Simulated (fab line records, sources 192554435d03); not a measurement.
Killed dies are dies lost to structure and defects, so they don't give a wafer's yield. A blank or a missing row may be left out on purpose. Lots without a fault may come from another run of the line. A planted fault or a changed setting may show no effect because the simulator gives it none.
Split-lot experiment | flow n5_finfet | 7 lots, 39 wafers read, on a route of 1938 steps

THE SPLIT
At N5_BEOL_M4_TRENCH_ETCH_37 (etches SiOC in C4F6/O2, target depth 55.555 nm, time 29.2 s), the setting target_depth_a was moved away from the recipe's 555.55 angstrom on 12 of the 39 wafers read, by -56.2% to +41.5%. The other wafers ran this setting at the recipe's value.

FROM THE SPLIT TO THE READING: what the file shows between them, 8 steps
- N5_BEOL_M4_ETCH_41: etches SiCN in CH3F/O2, target depth 29.9 nm, time 52.5 s
- N5_BEOL_M4_STRIP_97: strips in N2/H2, time 10 s
- N5_BEOL_M4_OCD_MEAS_38
- N5_BEOL_M4_HM_STRIP_39: strips TiN in peroxide tin strip, target depth 25 nm, time 158 s
- N5_BEOL_M4_SRD_40: time 30 s
- N5_BEOL_M4_ECD_50: material Cu, target thk 300 nm
- N5_BEOL_M4_ANNEAL_51: time 90 s
- N5_BEOL_M4_CMP_52: polishes, stops on SiOC, t overpolish 6.8 s, target thk 40 nm

THE READING
M4_THK, in nm, at N5_BEOL_M4_THK_MEAS_53 (measures by xrf). Fault-free wafers of this fab line usually give 40.0 nm, standard deviation 1.2 nm.

wafer  | tool, chamber at the split | target_depth_a as run, angstrom | against the recipe | M4_THK, nm | against lot-mates on the recipe
L081.1 | rie_diel-01, 3             | 555.55                          | recipe             | 39.7       | -
L081.2 | rie_diel-01, 2             | 555.55                          | recipe             | 37.3       | -
L081.3 | rie_diel-01, 1             | 555.55                          | recipe             | 39.1       | -
L081.4 | rie_diel-01, 0             | 786                             | +41.5%             | 62.8       | +24.1
L081.5 | rie_diel-01, 2             | 786                             | +41.5%             | 60.2       | +21.5
L081.6 | rie_diel-01, 3             | 786                             | +41.5%             | 64.0       | +25.3
L083.2 | rie_diel-01, 2             | 555.55                          | recipe             | 39.6       | -
L083.5 | rie_diel-01, 1             | 555.55                          | recipe             | 41.0       | -
L083.6 | rie_diel-01, 2             | 555.55                          | recipe             | 38.3       | -
L085.1 | rie_diel-01, 0             | 555.55                          | recipe             | 40.0       | -
L085.2 | rie_diel-01, 2             | 555.55                          | recipe             | 39.3       | -
L085.3 | rie_diel-01, 3             | 555.55                          | recipe             | 40.5       | -
L085.4 | rie_diel-01, 0             | 555.55                          | recipe             | 41.8       | -
L085.5 | rie_diel-01, 3             | 555.55                          | recipe             | 42.7       | -
L085.6 | rie_diel-01, 2             | 555.55                          | recipe             | 39.7       | -
L092.1 | rie_diel-03, 2             | 651                             | +17.2%             | 49.2       | +8.5
L092.2 | rie_diel-03, 1             | 555.55                          | recipe             | 40.8       | -
L092.3 | rie_diel-03, 0             | 651                             | +17.2%             | 50.0       | +9.3
L092.4 | rie_diel-03, 3             | 555.55                          | recipe             | 39.8       | -
L092.5 | rie_diel-03, 0             | 651                             | +17.2%             | 50.7       | +10.0
L092.6 | rie_diel-03, 1             | 555.55                          | recipe             | 41.5       | -
L091.1 | rie_diel-03, 0             | 555.55                          | recipe             | 40.4       | -
L091.2 | rie_diel-03, 2             | 555.55                          | recipe             | 39.6       | -
L091.3 | rie_diel-03, 1             | 320.8                           | -42.3%             | 15.7       | -23.6
L091.4 | rie_diel-03, 3             | 555.55                          | recipe             | 37.9       | -
L091.5 | rie_diel-03, 3             | 320.8                           | -42.3%             | 15.1       | -24.2
L091.6 | rie_diel-03, 2             | 320.8                           | -42.3%             | 16.9       | -22.4
L093.1 | rie_diel-04, 2             | 555.55                          | recipe             | 38.8       | -
L093.2 | rie_diel-04, 0             | 555.55                          | recipe             | 39.4       | -
L093.3 | rie_diel-04, 3             | 243.6                           | -56.2%             | 6.9        | -31.9
L093.4 | rie_diel-04, 1             | 243.6                           | -56.2%             | 7.1        | -31.7
L093.5 | rie_diel-04, 1             | 243.6                           | -56.2%             | 7.7        | -31.1
L093.6 | rie_diel-04, 2             | 555.55                          | recipe             | 38.1       | -
L096.1 | rie_diel-01, 0             | 555.55                          | recipe             | 40.1       | -
L096.2 | rie_diel-01, 1             | 555.55                          | recipe             | 41.3       | -
L096.3 | rie_diel-01, 3             | 555.55                          | recipe             | 42.0       | -
L096.4 | rie_diel-01, 0             | 555.55                          | recipe             | 38.2       | -
L096.5 | rie_diel-01, 3             | 555.55                          | recipe             | 41.1       | -
L096.6 | rie_diel-01, 1             | 555.55                          | recipe             | 41.4       | -

THE FIT
A straight line over all 39 wafers: M4_THK changes by +0.568 nm for each +1% of target_depth_a; r = +1.00; the points scatter about the line by 1.3 nm.
The same after taking each lot's own level away (the mean of its wafers on the recipe; 39 wafers): +0.561 nm for each +1%; r = +1.00; scatter 1.1 nm.
On that fit, the largest move of target_depth_a shifts the reading by 31 nm.
The lots' own levels span 38.70 to 40.70 nm, that is 1.7 times the standard deviation above.
So the lot-to-lot level changes the slope little: the two slopes agree.
Check: with one of the wafers moved furthest among these (-56.2%) left out of the fit, the line predicts -31.4 nm for it against its lot-mates. It came out at -31.9 nm against them.

THE WHOLE CHAIN: every reading that the file lists as answering this split, in the file's order
step                      | what it does                                                  | reading                                                                          | change (the file's fit)                                                              | r (the file's)
N5_BEOL_M4_TRENCH_ETCH_37 | etches SiOC in C4F6/O2, target depth 55.555 nm, time 29.2 s   | BEOL_M4.feature_depth_nm (the simulator's own value, which no gauge read)        | +0.554 nm for each +1% of the setting                                                | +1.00
N5_BEOL_M4_TRENCH_ETCH_37 | etches SiOC in C4F6/O2, target depth 55.555 nm, time 29.2 s   | etch.depth_nm (the simulator's own value, which no gauge read)                   | +0.554 nm for each +1% of the setting                                                | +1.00
N5_BEOL_M4_TRENCH_ETCH_37 | etches SiOC in C4F6/O2, target depth 55.555 nm, time 29.2 s   | TiN_of_BEOL_M4_HM_DEP_02.thk_nm (the simulator's own value, which no gauge read) | -0.021 nm for each +1% of the setting                                                | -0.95
N5_BEOL_M4_OCD_MEAS_38    |                                                               | trench_depth_nm                                                                  | +0.552 nm for each +1% of the setting                                                | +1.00
N5_BEOL_M4_CMP_52         | polishes, stops on SiOC, t overpolish 6.8 s, target thk 40 nm | Cu_of_BEOL_M4_ECD_50.thk_nm (the simulator's own value, which no gauge read)     | +0.556 nm for each +1% of the setting                                                | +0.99
N5_BEOL_M4_THK_MEAS_53    | measures by xrf                                               | M4_THK                                                                           | +0.561 for each +1% of the setting                                                   | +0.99
N5_BEOL_M4_RS_MEAS_58     | measures by four-point-probe                                  | M4_RS                                                                            | not straight: 7.379 at the lowest setting, 0.678 at the recipe, 0.390 at the highest | not given

THE FILE'S OWN FIT
M4_THK changes by +0.561 nm for each +1% of target_depth_a, r = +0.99.
